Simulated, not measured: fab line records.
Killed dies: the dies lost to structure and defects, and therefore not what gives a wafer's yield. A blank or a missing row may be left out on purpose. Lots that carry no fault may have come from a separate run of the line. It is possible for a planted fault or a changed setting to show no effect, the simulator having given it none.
fab line records	flow nand_harc	part 1 of 2: steps 1 to 20 of 29
[record] lots = 5	wafers = 15	last_day = 24
route steps=1159 shown A_STAIRCASE@585
lots untouched by any fault: they come from a run of this same line in which no faults occurred
start_h: start of the lot's first displayed wafer, in hours after the record's first day	wait_h: how many hours have passed since the lot's step before this one	" repeats the value in the row above	L1.1+2: a row that stands for several wafers	- no value, or no start was given	* or withheld: withheld	< > ~ a bound
route shown NAME@n: names a module that has steps shown in the file, with the first one's number in the route	usual: average and standard deviation across the fault-free wafers	same: alike in all rows	chamber/n: place in a boat	sites: each site's reading	_std_site: the standard deviation of these	_edge_site: outer sites' mean less inner sites'	radius_mm: how far each site lies from the wafer's centre	mask NAME#n: copy n	behind: the tool/chamber that last shaped the wafer	hold: what put the lot on hold/how long, in hours/how the hold closed	device: the n, p or np transistor that did not switch	end of line: the same wafers' tests at the end of the route	for a step that has no rows: nothing shown but its recipe	killed: not the wafer's yield, but the dies lost to structure and defects at the first sort	map: shows each die of a wafer: x if killed, . if not, _ if none is there
set.NAME: the setting the step ran with; set.NAME@STEP: the setting that earlier step ran with	model.NAME: the simulator's own value behind a step, which no gauge read
lots seen at some steps along the route; tables by step, rows by wafer
services: a tool's chamber out of use, with start hour (start_h, from the record's first day; less than 0 if before it), hours out, and reason
[[steps]]
[step NHARC_A_STAIRCASE_TRIM_191]
[recipe] time_s = 211.2	o2_flow_sccm = 500	ar_flow_sccm = 0	bias_w = 0	chemistry = O2
[usual] drypump_motor_current_A = 5.6/0.31	oes_product_au = 0.999/0.01	rf_vpp_V = 57.9/0.93	showerhead_plenum_p_Torr = 3.60/0.12	throttle_valve_pct = 17.037/0.0091
lot.wafer	tool	chamber	start_h	wait_h	drypump_motor_current_A	oes_product_au	rf_hours_counter_h	rf_vpp_V	showerhead_plenum_p_Torr	throttle_valve_pct
L075.3	rie_diel-08	2	-	-	5.5	0.986	45	57.7	3.71	17.054
L075.5	"	3	"	"	6.2	0.992	-	57.7	3.66	17.029
L075.6	"	0	"	"	5.2	1.013	-	57.3	3.48	17.037
L078.1	rie_diel-12	1	-	-	6.0	1.002	21	57.4	3.45	17.029
L078.2	"	2	"	"	5.5	1.001	21	57.2	3.76	17.023
L078.6	"	2	"	"	5.5	0.993	-	58.6	3.76	17.033
L081.1	rie_diel-08	2	-	-	5.5	0.987	53	59.5	3.71	17.043
L081.6	"	0	"	"	5.2	1.017	-	57.5	3.47	17.031
L081.5	"	1	"	"	5.7	1.008	-	59.9	3.72	17.041
L082.4	rie_diel-08	3	-	-	6.2	1.001	53	58.1	3.66	17.029
L082.1	"	0	"	"	5.2	1.008	52	58.1	3.47	17.047
L082.6	"	0	"	"	5.2	1.019	-	56.9	3.47	17.033
L094.1	rie_diel-04	2	-	-	6.2	0.997	21	58.9	3.53	17.049
L094.2	"	3	"	"	5.7	1.010	24	58.4	3.49	17.040
L094.6	"	1	"	"	5.7	0.997	-	57.5	3.61	17.047
[step NHARC_A_STAIRCASE_ETCH_192]
[recipe] target_depth_a = 1000	time_s = 40.5	ion_energy_ev = 400	c4f8_flow_sccm = 20	o2_flow_sccm = 10	ar_flow_sccm = withheld	rf_w = 600	bias_w = 1000	chemistry = C4F8/O2
[usual] oes_product_au = 0.943/0.017	rf_fwd_power_W = 591/3	rf_vpp_V = 899/4.5
lot.wafer	tool	chamber	start_h	wait_h	oes_product_au	rf_fwd_power_W	rf_hours_counter_h	rf_vpp_V
L075.3	rie_diel-08	0	-	-	0.962	586	45	895
L075.6	"	0	"	"	0.961	587	-	893
L075.5	"	1	"	"	0.958	589	-	904
L078.1	rie_diel-12	3	-	-	0.930	590	20	902
L078.2	"	1	"	"	0.923	596	21	892
L078.6	"	3	"	"	0.933	589	-	902
L081.1	rie_diel-08	3	-	-	0.927	592	52	899
L081.6	"	3	"	"	0.923	592	-	902
L081.5	"	0	"	"	0.953	588	-	895
L082.4	rie_diel-08	3	-	-	0.940	590	53	901
L082.1	"	2	"	"	0.961	594	54	902
L082.6	"	0	"	"	0.966	582	-	894
L094.1	rie_diel-04	2	-	-	0.957	595	21	896
L094.2	"	0	"	"	0.933	593	26	896
L094.6	"	3	"	"	0.966	589	-	896
[step NHARC_A_STAIRCASE_TRIM_193]
[recipe] time_s = 211.2	o2_flow_sccm = 500	ar_flow_sccm = 0	bias_w = 0	chemistry = O2
[usual] drypump_motor_current_A = 5.7/0.32	oes_product_au = 0.998/0.01	rf_vpp_V = 57.9/0.89	showerhead_plenum_p_Torr = 3.59/0.12	throttle_valve_pct = 17.036/0.008
lot.wafer	tool	chamber	start_h	wait_h	drypump_motor_current_A	oes_product_au	rf_hours_counter_h	rf_vpp_V	showerhead_plenum_p_Torr	throttle_valve_pct
L075.3	rie_diel-08	0	-	-	5.2	1.026	45	58.3	3.48	17.039
L075.6	"	2	"	"	5.5	0.990	-	58.4	3.71	17.049
L075.5	"	3	"	"	6.2	0.993	-	57.4	3.66	17.037
L078.2	rie_diel-12	1	-	-	6.0	0.997	21	57.6	3.45	17.038
L078.1	"	2	"	"	5.6	0.985	22	57.8	3.76	17.040
L078.6	"	3	"	"	5.2	0.992	-	58.4	3.71	17.042
L081.1	rie_diel-08	0	-	-	5.2	1.023	52	58.7	3.47	17.040
L081.6	"	1	"	"	5.7	1.012	-	58.9	3.72	17.029
L081.5	"	2	"	"	5.5	0.996	-	58.4	3.71	17.041
L082.1	rie_diel-08	3	-	-	6.2	0.991	53	57.3	3.66	17.047
L082.4	"	0	"	"	5.2	1.022	53	57.1	3.47	17.039
L082.6	"	3	"	"	6.2	1.001	-	59.0	3.66	17.019
L094.1	rie_diel-04	1	-	-	5.7	0.980	23	59.1	3.61	17.036
L094.2	"	3	"	"	5.8	1.024	24	56.6	3.49	17.035
L094.6	"	1	"	"	5.6	0.995	-	58.3	3.61	17.044
[step NHARC_A_STAIRCASE_ETCH_194]
[recipe] target_depth_a = 1000	time_s = 40.5	ion_energy_ev = 400	c4f8_flow_sccm = 20	o2_flow_sccm = 10	ar_flow_sccm = withheld	rf_w = 600	bias_w = 1000	chemistry = C4F8/O2
[usual] oes_product_au = 0.946/0.02	rf_fwd_power_W = 591.2/3	rf_vpp_V = 898/4.2
lot.wafer	tool	chamber	start_h	wait_h	oes_product_au	rf_fwd_power_W	rf_hours_counter_h	rf_vpp_V
L075.3	rie_diel-08	2	-	-	0.921	591.1	46	902
L075.5	"	3	"	"	0.925	592.1	-	902
L075.6	"	0	"	"	0.960	588.1	-	894
L078.1	rie_diel-12	0	-	-	0.948	588.0	16	894
L078.2	"	1	"	"	0.947	593.9	21	892
L078.6	"	3	"	"	0.950	592.1	-	901
L081.1	rie_diel-08	2	-	-	0.927	589.7	53	901
L081.5	"	1	"	"	0.940	588.1	-	903
L081.6	"	2	"	"	0.928	591.1	-	903
L082.1	rie_diel-08	0	-	-	0.952	586.1	53	892
L082.4	"	1	"	"	0.956	587.8	49	903
L082.6	"	0	"	"	0.959	588.8	-	895
L094.2	rie_diel-04	0	-	-	0.929	593.8	26	897
L094.1	"	2	"	"	0.953	595.2	22	897
L094.6	"	0	"	"	0.935	594.3	-	896
[step NHARC_A_STAIRCASE_TRIM_196]
[recipe] time_s = 211.2	o2_flow_sccm = 500	ar_flow_sccm = 0	bias_w = 0	chemistry = O2
[usual] drypump_motor_current_A = 5.6/0.32	oes_product_au = 1.000/0.01	rf_vpp_V = 57.9/0.94	showerhead_plenum_p_Torr = 3.60/0.12	throttle_valve_pct = 17.036/0.0089
lot.wafer	tool	chamber	start_h	wait_h	drypump_motor_current_A	oes_product_au	rf_hours_counter_h	rf_vpp_V	showerhead_plenum_p_Torr	throttle_valve_pct
L075.3	rie_diel-04	3	258.04	0.1	5.8	1.002	46	57.6	3.51	17.044
L075.6	"	3	"	"	5.7	1.015	-	57.6	3.51	17.043
L075.5	"	0	"	"	5.6	1.012	-	57.1	3.58	17.042
L078.1	rie_diel-08	3	268.86	0.1	6.2	0.997	50	59.1	3.66	17.048
L078.2	"	2	"	"	5.5	1.000	51	57.7	3.71	17.038
L078.6	"	3	"	"	6.2	0.988	-	58.9	3.66	17.040
L081.1	rie_diel-12	1	277.06	0.1	6.0	0.995	23	58.6	3.45	17.031
L081.6	"	3	"	"	5.2	1.005	-	57.0	3.71	17.044
L081.5	"	0	"	"	5.6	0.991	-	57.3	3.44	17.045
L082.4	rie_diel-08	0	278.09	0.1	5.2	1.025	53	57.9	3.47	17.037
L082.1	"	1	"	"	5.7	0.994	49	59.6	3.72	17.033
L082.6	"	0	"	"	5.2	1.006	-	57.4	3.47	17.030
L094.1	rie_diel-12	0	367.75	0.1	5.6	0.996	53	56.7	3.42	17.039
L094.2	"	2	"	"	5.5	0.995	56	57.5	3.74	17.037
L094.6	"	0	"	"	5.6	0.988	-	57.1	3.42	17.019
[step NHARC_A_STAIRCASE_ETCH_197]
[recipe] target_depth_a = 1000	time_s = 40.5	ion_energy_ev = 400	c4f8_flow_sccm = 20	o2_flow_sccm = 10	ar_flow_sccm = withheld	rf_w = 600	bias_w = 1000	chemistry = C4F8/O2
[usual] oes_product_au = 0.951/0.015	rf_fwd_power_W = 591/3.1	rf_vpp_V = 899/4.5
lot.wafer	tool	chamber	start_h	wait_h	oes_product_au	rf_fwd_power_W	rf_hours_counter_h	rf_vpp_V
L075.3	rie_diel-04	2	-	-	0.940	595	52	896
L075.5	"	0	"	"	0.954	592	-	897
L075.6	"	1	"	"	0.953	593	-	899
L078.1	rie_diel-08	3	-	-	0.949	595	50	900
L078.2	"	1	"	"	0.977	591	46	902
L078.6	"	2	"	"	0.973	591	-	903
L081.1	rie_diel-12	2	-	-	0.977	591	24	903
L081.6	"	3	"	"	0.965	587	-	902
L081.5	"	0	"	"	0.967	588	-	894
L082.4	rie_diel-08	2	-	-	0.936	591	54	903
L082.1	"	3	"	"	0.944	592	53	900
L082.6	"	1	"	"	0.951	589	-	903
L094.2	rie_diel-12	0	-	-	0.943	591	53	892
L094.1	"	2	"	"	0.940	593	56	904
L094.6	"	0	"	"	0.949	592	-	891
[step NHARC_A_STAIRCASE_TRIM_198]
[recipe] time_s = 211.2	o2_flow_sccm = 500	ar_flow_sccm = 0	bias_w = 0	chemistry = O2
[usual] drypump_motor_current_A = 5.6/0.33	oes_product_au = 0.998/0.0089	rf_vpp_V = 58.0/0.92	showerhead_plenum_p_Torr = 3.60/0.12	throttle_valve_pct = 17.037/0.009
lot.wafer	tool	chamber	start_h	wait_h	drypump_motor_current_A	oes_product_au	rf_hours_counter_h	rf_vpp_V	showerhead_plenum_p_Torr	throttle_valve_pct
L075.3	rie_diel-04	3	-	-	5.8	1.006	46	57.8	3.51	17.039
L075.5	"	0	"	"	5.6	1.006	-	58.2	3.58	17.035
L075.6	"	1	"	"	5.7	0.995	-	58.4	3.63	17.038
L078.1	rie_diel-08	2	-	-	5.5	0.999	51	57.1	3.71	17.036
L078.2	"	1	"	"	5.7	1.000	46	58.8	3.72	17.032
L078.6	"	3	"	"	6.2	0.989	-	57.1	3.66	17.035
L081.1	rie_diel-12	3	-	-	5.2	1.002	23	58.1	3.71	17.043
L081.6	"	1	"	"	6.0	0.999	-	57.8	3.45	17.045
L081.5	"	2	"	"	5.6	0.996	-	58.9	3.76	17.039
L082.4	rie_diel-08	2	-	-	5.5	0.990	54	56.9	3.71	17.047
L082.1	"	3	"	"	6.2	0.992	53	58.5	3.66	17.048
L082.6	"	3	"	"	6.2	1.003	-	59.0	3.66	17.036
L094.1	rie_diel-12	0	-	-	5.6	1.007	54	57.2	3.42	17.046
L094.2	"	1	"	"	6.0	0.991	57	56.7	3.43	17.038
L094.6	"	2	"	"	5.6	0.992	-	58.9	3.74	17.040
[step NHARC_A_STAIRCASE_ETCH_199]
[recipe] target_depth_a = 1000	time_s = 40.5	ion_energy_ev = 400	c4f8_flow_sccm = 20	o2_flow_sccm = 10	ar_flow_sccm = withheld	rf_w = 600	bias_w = 1000	chemistry = C4F8/O2
[usual] oes_product_au = 0.942/0.013	rf_fwd_power_W = 591.0/2.8	rf_vpp_V = 899/4.4
lot.wafer	tool	chamber	start_h	wait_h	oes_product_au	rf_fwd_power_W	rf_hours_counter_h	rf_vpp_V
L075.3	rie_diel-04	0	-	-	0.919	595.0	48	899
L075.6	"	0	"	"	0.934	597.0	-	899
L075.5	"	1	"	"	0.956	594.2	-	900
L078.1	rie_diel-08	3	-	-	0.936	591.3	50	900
L078.2	"	0	"	"	0.948	586.2	50	894
L078.6	"	0	"	"	0.950	587.7	-	894
L081.1	rie_diel-12	2	-	-	0.949	593.5	24	904
L081.5	"	1	"	"	0.966	590.3	-	893
L081.6	"	2	"	"	0.951	593.3	-	903
L082.1	rie_diel-08	3	-	-	0.932	594.9	53	901
L082.4	"	1	"	"	0.951	590.0	49	901
L082.6	"	2	"	"	0.929	588.2	-	903
L094.2	rie_diel-12	1	-	-	0.921	591.2	57	894
L094.1	"	3	"	"	0.935	589.3	57	902
L094.6	"	1	"	"	0.927	594.4	-	893
[step NHARC_A_STAIRCASE_TRIM_200]
[recipe] time_s = 211.2	o2_flow_sccm = 500	ar_flow_sccm = 0	bias_w = 0	chemistry = O2
[usual] drypump_motor_current_A = 5.6/0.33	oes_product_au = 0.999/0.01	rf_vpp_V = 57.9/0.81	showerhead_plenum_p_Torr = 3.60/0.12	throttle_valve_pct = 17.036/0.0091
lot.wafer	tool	chamber	start_h	wait_h	drypump_motor_current_A	oes_product_au	rf_hours_counter_h	rf_vpp_V	showerhead_plenum_p_Torr	throttle_valve_pct
L075.3	rie_diel-04	1	-	-	5.6	1.008	53	58.6	3.63	17.016
L075.5	"	3	"	"	5.8	1.004	-	57.0	3.51	17.059
L075.6	"	0	"	"	5.6	0.992	-	57.5	3.58	17.045
L078.2	rie_diel-08	0	-	-	5.2	1.019	50	57.6	3.47	17.042
L078.1	"	3	"	"	6.2	0.998	50	56.8	3.66	17.042
L078.6	"	1	"	"	5.7	1.001	-	57.6	3.72	17.027
L081.1	rie_diel-12	0	-	-	5.6	1.002	19	57.9	3.44	17.036
L081.6	"	0	"	"	5.6	0.996	-	57.9	3.44	17.043
L081.5	"	1	"	"	6.0	1.002	-	56.9	3.45	17.036
L082.4	rie_diel-08	0	-	-	5.2	1.006	53	57.7	3.47	17.021
L082.1	"	2	"	"	5.5	0.994	54	59.2	3.71	17.027
L082.6	"	3	"	"	6.2	0.994	-	57.4	3.66	17.021
L094.2	rie_diel-12	2	-	-	5.6	0.997	57	58.4	3.74	17.042
L094.1	"	3	"	"	5.2	0.988	57	59.3	3.69	17.040
L094.6	"	2	"	"	5.6	0.994	-	57.4	3.74	17.047
[step NHARC_A_STAIRCASE_ETCH_201]
[recipe] target_depth_a = 1000	time_s = 40.5	ion_energy_ev = 400	c4f8_flow_sccm = 20	o2_flow_sccm = 10	ar_flow_sccm = withheld	rf_w = 600	bias_w = 1000	chemistry = C4F8/O2
[usual] oes_product_au = 0.943/0.0099	rf_fwd_power_W = 590.7/2.9	rf_vpp_V = 898/4.7
lot.wafer	tool	chamber	start_h	wait_h	oes_product_au	rf_fwd_power_W	rf_hours_counter_h	rf_vpp_V
L075.3	rie_diel-04	1	-	-	0.960	594.3	53	899
L075.6	"	0	"	"	0.940	592.0	-	897
L075.5	"	1	"	"	0.950	596.6	-	900
L078.1	rie_diel-08	1	-	-	0.945	587.9	46	903
L078.2	"	3	"	"	0.943	591.2	51	902
L078.6	"	0	"	"	0.959	588.0	-	894
L081.1	rie_diel-12	3	-	-	0.954	590.4	23	901
L081.6	"	0	"	"	0.940	589.8	-	895
L081.5	"	1	"	"	0.945	591.4	-	894
L082.1	rie_diel-08	3	-	-	0.939	589.4	53	901
L082.4	"	0	"	"	0.958	590.9	53	894
L082.6	"	1	"	"	0.962	589.1	-	903
L094.2	rie_diel-12	1	-	-	0.934	594.1	57	891
L094.1	"	3	"	"	0.931	588.6	57	901
L094.6	"	0	"	"	0.950	588.7	-	892
[step NHARC_A_STAIRCASE_TRIM_202]
[recipe] time_s = 211.2	o2_flow_sccm = 500	ar_flow_sccm = 0	bias_w = 0	chemistry = O2
[usual] drypump_motor_current_A = 5.7/0.34	oes_product_au = 1.000/0.011	rf_vpp_V = 58.0/0.84	showerhead_plenum_p_Torr = 3.59/0.12	throttle_valve_pct = 17.036/0.0094
lot.wafer	tool	chamber	start_h	wait_h	drypump_motor_current_A	oes_product_au	rf_hours_counter_h	rf_vpp_V	showerhead_plenum_p_Torr	throttle_valve_pct
L075.3	rie_diel-04	0	-	-	5.5	1.002	48	58.2	3.58	17.031
L075.6	"	2	"	"	6.2	0.999	-	58.5	3.55	17.025
L075.5	"	3	"	"	5.8	1.013	-	57.2	3.51	17.023
L078.2	rie_diel-08	3	-	-	6.2	0.979	51	57.9	3.66	17.037
L078.1	"	1	"	"	5.7	1.010	46	57.9	3.72	17.023
L078.6	"	3	"	"	6.2	0.988	-	57.6	3.66	17.043
L081.1	rie_diel-12	3	-	-	5.2	0.996	23	59.0	3.71	17.040
L081.6	"	0	"	"	5.7	0.998	-	57.6	3.44	17.014
L081.5	"	1	"	"	6.0	0.997	-	57.5	3.45	17.047
L082.1	rie_diel-08	1	-	-	5.7	1.011	49	57.1	3.72	17.022
L082.4	"	2	"	"	5.5	0.991	54	58.6	3.71	17.024
L082.6	"	0	"	"	5.2	1.021	-	57.7	3.47	17.043
L094.1	rie_diel-12	1	-	-	6.0	0.975	57	58.3	3.43	17.034
L094.2	"	2	"	"	5.6	0.992	57	58.4	3.74	17.043
L094.6	"	0	"	"	5.6	0.992	-	56.5	3.42	17.038
[step NHARC_A_STAIRCASE_ETCH_203]
[recipe] target_depth_a = 1000	time_s = 40.5	ion_energy_ev = 400	c4f8_flow_sccm = 20	o2_flow_sccm = 10	ar_flow_sccm = withheld	rf_w = 600	bias_w = 1000	chemistry = C4F8/O2
[usual] oes_product_au = 0.940/0.011	rf_fwd_power_W = 591/3	rf_vpp_V = 899/4.6
lot.wafer	tool	chamber	start_h	wait_h	oes_product_au	rf_fwd_power_W	rf_hours_counter_h	rf_vpp_V
L075.3	rie_diel-04	1	-	-	0.930	596	54	901
L075.6	"	2	"	"	0.921	596	-	897
L075.5	"	3	"	"	0.935	589	-	896
L078.2	rie_diel-08	2	-	-	0.934	591	52	903
L078.1	"	3	"	"	0.932	590	51	901
L078.6	"	3	"	"	0.949	594	-	902
L081.1	rie_diel-12	2	-	-	0.935	595	24	906
L081.5	"	3	"	"	0.934	589	-	902
L081.6	"	0	"	"	0.934	587	-	892
L082.1	rie_diel-08	3	-	-	0.938	592	53	902
L082.4	"	1	"	"	0.955	585	49	902
L082.6	"	3	"	"	0.940	590	-	901
L094.2	rie_diel-12	3	-	-	0.929	592	57	901
L094.1	"	1	"	"	0.931	593	57	892
L094.6	"	3	"	"	0.921	591	-	901
[step NHARC_A_STAIRCASE_STRIP_205]
[recipe] power_w = 1500	temp_c = 250	chemistry = O2
[usual] drypump_motor_current_A = 5.71/0.22	heater_power_w = 320/46
lot.wafer	tool	chamber	start_h	wait_h	drypump_motor_current_A	heater_power_w	rf_hours_counter_h
L075.3	plasma_asher-01	0	259.60	0.2	5.69	372	-
L075.5	"	0	"	"	5.67	369	-
L075.6	"	1	"	"	5.40	326	-
L078.2	plasma_asher-02	1	270.61	0.7	5.89	326	28
L078.1	"	0	"	"	5.93	256	28
L078.6	"	1	"	"	5.86	343	-
L081.1	plasma_asher-02	0	278.16	0.1	5.92	260	30
L081.6	"	1	"	"	5.86	333	-
L081.5	"	0	"	"	5.93	255	-
L082.1	plasma_asher-01	0	285.61	6.5	5.67	383	0
L082.4	"	0	"	"	5.64	390	-
L082.6	"	1	"	"	5.37	317	-
L094.1	plasma_asher-02	1	369.11	0.1	5.84	339	0
L094.2	"	0	"	"	5.92	242	0
L094.6	"	0	"	"	5.92	246	-
[step NHARC_A_STAIRCASE_STRIP_206]
[recipe] time_s = 900	temp_c = 130	chemistry = SPM
lot.wafer	tool	chamber	start_h	wait_h
L075.6+3+5	wet_bench-05	0,2,3	259.87	0.1
L078.2+6+1	wet_bench-05	3,4,6	270.96	0.3
L081.6+5+1	wet_bench-03	0,2,4	278.46	0.1
L082.1+4+6	wet_bench-07	0,1,4	285.95	0.3
L094.1+6+2	wet_bench-05	5,7,0	369.47	0.3
[step NHARC_A_STAIRCASE_PRECLEAN_207]
[recipe] time_s = *	temp_c = 50	bath_age_min = 0	chemistry = SC1
lot.wafer	tool	chamber	start_h	wait_h
L075.6+3+5	wet_bench-05	0,2,3	-	-
L078.2+6+1	wet_bench-05	3,4,6	-	-
L081.6+5+1	wet_bench-03	0,2,4	-	-
L082.1+4+6	wet_bench-07	0,1,4	-	-
L094.1+6+2	wet_bench-05	5,7,0	-	-
[step NHARC_A_STAIRCASE_SRD_208]
lot.wafer	tool	chamber	start_h	wait_h
L075.6+3+5	wet_bench-05	0,2,3	-	-
L078.2+6+1	wet_bench-05	3,4,6	-	-
L081.6+5+1	wet_bench-03	0,2,4	-	-
L082.1+4+6	wet_bench-07	0,1,4	-	-
L094.1+6+2	wet_bench-05	5,7,0	-	-
[step NHARC_A_STAIRCASE_DEHYDRATE_209]
[recipe] temp_c = 150	time_s = 120
lot.wafer	tool	chamber	start_h	wait_h
L075.3+5+6	litho_track-03	0	260.31	-
L078.1+2+6	litho_track-07	0	271.42	-
L081.1+5+6	litho_track-07	0	278.94	-
L082.1+4+6	litho_track-07	0	286.41	-
L094.1+2+6	litho_track-05	0	369.91	-
[step NHARC_A_STAIRCASE_HMDS_210]
[recipe] time_s = 30
lot.wafer	tool	chamber	start_h	wait_h
L075.3+5+6	litho_track-03	0	-	-
L078.1+2+6	litho_track-07	0	-	-
L081.1+5+6	litho_track-07	0	-	-
L082.1+4+6	litho_track-07	0	-	-
L094.1+2+6	litho_track-05	0	-	-
[step NHARC_A_STAIRCASE_COAT_211]
[recipe] spin_rpm = 1200
[usual] spin_speed_rpm = 1200.0/0.82
lot.wafer	tool	chamber	start_h	wait_h	spin_speed_rpm
L075.3	litho_track-03	0	-	-	1199.4
L075.5	"	0	"	"	1200.5
L075.6	"	0	"	"	1200.3
L078.1	litho_track-07	0	-	-	1200.4
L078.2	"	0	"	"	1199.8
L078.6	"	0	"	"	1199.6
L081.1	litho_track-07	0	-	-	1200.2
L081.5	"	0	"	"	1198.9
L081.6	"	0	"	"	1199.9
L082.1	litho_track-07	0	-	-	1199.2
L082.4	"	0	"	"	1200.7
L082.6	"	0	"	"	1199.9
L094.1	litho_track-05	0	-	-	1200.0
L094.2	"	0	"	"	1198.7
L094.6	"	0	"	"	1198.7
[step NHARC_A_STAIRCASE_SOFTBAKE_212]
[recipe] temp_c = 135	time_s = 170
lot.wafer	tool	chamber	start_h	wait_h
L075.3+5+6	litho_track-03	0	-	-
L078.1+2+6	litho_track-07	0	-	-
L081.1+5+6	litho_track-07	0	-	-
L082.1+4+6	litho_track-07	0	-	-
L094.1+2+6	litho_track-05	0	-	-
